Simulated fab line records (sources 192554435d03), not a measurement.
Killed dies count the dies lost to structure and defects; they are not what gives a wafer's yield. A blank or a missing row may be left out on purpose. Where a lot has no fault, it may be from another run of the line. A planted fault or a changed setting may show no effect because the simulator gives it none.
Which tool was responsible?	flow n5_finfet	11 lots with 31 wafers sampled at 5 steps, on a route of 1938 steps

WHAT THE GAUGES SHOWED, per wafer
N5_BEOL_M10_CD_MEAS_28 targets a cd of 70 nm. Usual: 70.0 nm for cd_nm, sd 0.89.
lot	measured	on	cd_nm (nm)	flag
L840	day 10 07:37	cd_sem-02	69.2 67.8 69.0	
L844	day 11 16:02	cd_sem-01	69.9 70.8 69.4	
L848	day 12 17:20	cd_sem-01	69.3 69.1 70.2	
L847	day 12 19:12	cd_sem-01	68.0 70.6 69.2	
L846	day 13 02:55	cd_sem-02	69.6 70.1 69.2	
L854	day 14 21:12	cd_sem-03	73.8	OFF
L855	day 15 02:50	cd_sem-01	74.1 74.1 73.8	OFF
L858	day 16 09:19	cd_sem-01	68.7 69.5 68.7	
L860	day 16 19:17	cd_sem-02	68.9 70.5 70.4	
L859	day 17 04:53	cd_sem-02	69.8 69.3 68.7	
L863	day 17 04:56	cd_sem-01	69.5 69.2 70.8	

N5_BEOL_M10_OCD_MEAS_38. Usual: 150 nm for trench_depth_nm, sd 3.2.
lot	measured	on	trench_depth_nm (nm)	flag
L840	day 10 08:13	ocd-02	142 148 146	
L844	day 11 16:47	ocd-02	148 148 149	
L848	day 12 17:55	ocd-01	153 154 151	
L847	day 12 19:47	ocd-01	147 149 148	
L846	day 13 03:59	ocd-01	149 154 150	
L854	day 14 22:02	ocd-02	147	
L855	day 15 03:26	ocd-01	149 145 145	
L858	day 16 09:55	ocd-01	150 154 153	
L860	day 16 19:52	ocd-02	153 152 152	
L859	day 17 05:28	ocd-01	147 153 145	
L863	day 17 05:31	ocd-02	148 150 152	

WHICH TOOL RAN EACH LOT (tool, then ch and the chambers of the sampled wafers, then the start)
lot	N5_BEOL_M10_PEB_26	N5_BEOL_M10_DESCUM_33	N5_BEOL_M10_ETCH_66
L840	litho_track-01 ch 0, day 10 07:34	rie_diel-01 ch 0,1,3, day 10 07:43	rie_diel-01 ch 0,1,3, day 10 07:48
L844	litho_track-05 ch 0, day 11 15:58	rie_diel-04 ch 0,1,3, day 11 16:17	rie_diel-04 ch 0,1,3, day 11 16:22
L848	litho_track-01 ch 0, day 12 17:16	rie_diel-03 ch 0,1,2, day 12 17:26	rie_diel-03 ch 0,1,2, day 12 17:31
L847	litho_track-05 ch 0, day 12 19:08	rie_diel-04 ch 0,1,3, day 12 19:18	rie_diel-04 ch 0,1,3, day 12 19:25
L846	litho_track-03 ch 0, day 13 02:50	rie_diel-03 ch 1,2,3, day 13 03:29	rie_diel-03 ch 1,2,3, day 13 03:34
L854	litho_track-01 ch 0, day 14 21:08	rie_diel-01 ch 2, day 14 21:34	rie_diel-01 ch 2, day 14 21:41
L855	litho_track-01 ch 0, day 15 02:46	rie_diel-01 ch 2,3, day 15 02:55	rie_diel-01 ch 2,3, day 15 03:01
L858	litho_track-05 ch 0, day 16 09:15	rie_diel-03 ch 1,2,3, day 16 09:25	rie_diel-03 ch 1,2,3, day 16 09:30
L860	litho_track-03 ch 0, day 16 19:13	rie_diel-03 ch 0,1,2, day 16 19:22	rie_diel-03 ch 0,1,2, day 16 19:27
L859	litho_track-03 ch 0, day 17 04:49	rie_diel-04 ch 0,2,3, day 17 04:58	rie_diel-04 ch 0,2,3, day 17 05:04
L863	litho_track-05 ch 0, day 17 04:52	rie_diel-01 ch 0,1,3, day 17 05:01	rie_diel-01 ch 0,1,3, day 17 05:06
- N5_BEOL_M10_PEB_26: peb time 60 s.
- N5_BEOL_M10_DESCUM_33: chemistry O2, time 7.9 s.
- N5_BEOL_M10_ETCH_66: etches SOC in N2/H2, target depth 120 nm, overetch 24 nm, time 180 s.

AS READ BY THE TOOLS THEMSELVES (means over the sampled wafers that have a number; for cases with no such wafer, the mark the record gives instead)
N5_BEOL_M10_PEB_26. Usual: 23.00 C for resist_line_temp_C, sd 0.099.
lot	tool	resist_line_temp_C (C)	flag
L840	litho_track-01	22.97	
L844	litho_track-05	22.92	
L848	litho_track-01	23.15	
L847	litho_track-05	23.04	
L846	litho_track-03	23.12	
L854	litho_track-01	23.16	
L855	litho_track-01	23.03	
L858	litho_track-05	22.96	
L860	litho_track-03	23.04	
L859	litho_track-03	22.94	
L863	litho_track-05	22.97	

N5_BEOL_M10_DESCUM_33. Usual: drypump_motor_current_A 5.5 A, standard deviation 0.31; oes_product_au 0.83 a.u., standard deviation 0.092; rf_vpp_V 243.4 V, standard deviation 1.6; showerhead_plenum_p_Torr 2.11 Torr, standard deviation 0.084; throttle_valve_pct 20.32 %, standard deviation 0.24.
lot	tool	drypump_motor_current_A (A)	oes_product_au (a.u.)	rf_vpp_V (V)	showerhead_plenum_p_Torr (Torr)	throttle_valve_pct (%)	flag
L840	rie_diel-01	5.4	0.75	243.1	2.05	20.31	
L844	rie_diel-04	5.5	0.70	242.1	2.03	20.38	
L848	rie_diel-03	5.5	0.89	243.9	2.17	20.27	
L847	rie_diel-04	5.5	0.70	242.6	2.03	20.40	
L846	rie_diel-03	5.4	0.86	244.4	2.17	20.54	
L854	rie_diel-01	5.8	0.70	241.0	1.97	20.55	
L855	rie_diel-01	5.6	0.73	241.5	1.98	20.44	
L858	rie_diel-03	5.4	0.83	243.5	2.16	20.58	
L860	rie_diel-03	5.5	0.84	243.4	2.16	20.32	
L859	rie_diel-04	5.4	0.82	242.6	2.05	20.14	
L863	rie_diel-01	5.4	0.86	243.0	2.12	20.12	

N5_BEOL_M10_ETCH_66. Usual: drypump_motor_current_A 5.5 A, standard deviation 0.31; oes_product_au 0.67 a.u., standard deviation 0.069; rf_vpp_V 524.5 V, standard deviation 2.7; showerhead_plenum_p_Torr 2.56 Torr, standard deviation 0.097; throttle_valve_pct 17.71 %, standard deviation 0.24.
lot	tool	drypump_motor_current_A (A)	oes_product_au (a.u.)	rf_vpp_V (V)	showerhead_plenum_p_Torr (Torr)	throttle_valve_pct (%)	flag
L840	rie_diel-01	5.4	0.60	523.2	2.50	17.73	
L844	rie_diel-04	5.6	0.57	522.6	2.49	17.91	
L848	rie_diel-03	5.5	0.71	525.9	2.63	17.66	
L847	rie_diel-04	5.5	0.57	521.8	2.48	17.94	
L846	rie_diel-03	5.4	0.69	526.0	2.62	17.83	
L854	rie_diel-01	5.8	0.57	518.1	2.40	17.96	
L855	rie_diel-01	5.6	0.60	520.9	2.42	17.83	
L858	rie_diel-03	5.4	0.67	525.4	2.61	17.88	
L860	rie_diel-03	5.5	0.67	525.6	2.62	17.72	
L859	rie_diel-04	5.4	0.66	522.8	2.49	17.64	
L863	rie_diel-01	5.4	0.69	525.2	2.57	17.51	

THE ANSWER, worked out from the rows above alone
Rule: take the mean of a lot's wafers that have a number; if it is more than 3 standard deviations from the usual mean, the lot is off. Also off: a lot with no number at a reading for which 4 or more lots have one. The other lots that the step has rows for count as sound. The gauges are gone through in route order, then the tools' own readings, and for those a lot's mean is taken as printed above. The first step at which some lot is off is used, and at that step the reading that is off furthest; a lot without a number counts as furthest.
Off, at N5_BEOL_M10_CD_MEAS_28 on cd_nm: L854, L855.
If a tool, at a process step before that reading, ran all the lots that are off and no sound lot after the first of them, it fits. The gauges at N5_BEOL_M10_CD_MEAS_28 are tried like those tools. One fits: N5_BEOL_M10_PEB_26 on litho_track-01. A fault onset in the window from L848 (day 12 17:16, its last sound lot) to L854 (day 14 21:08, its first lot off) fits.

WHAT THE SIMULATOR HAD PUT IN
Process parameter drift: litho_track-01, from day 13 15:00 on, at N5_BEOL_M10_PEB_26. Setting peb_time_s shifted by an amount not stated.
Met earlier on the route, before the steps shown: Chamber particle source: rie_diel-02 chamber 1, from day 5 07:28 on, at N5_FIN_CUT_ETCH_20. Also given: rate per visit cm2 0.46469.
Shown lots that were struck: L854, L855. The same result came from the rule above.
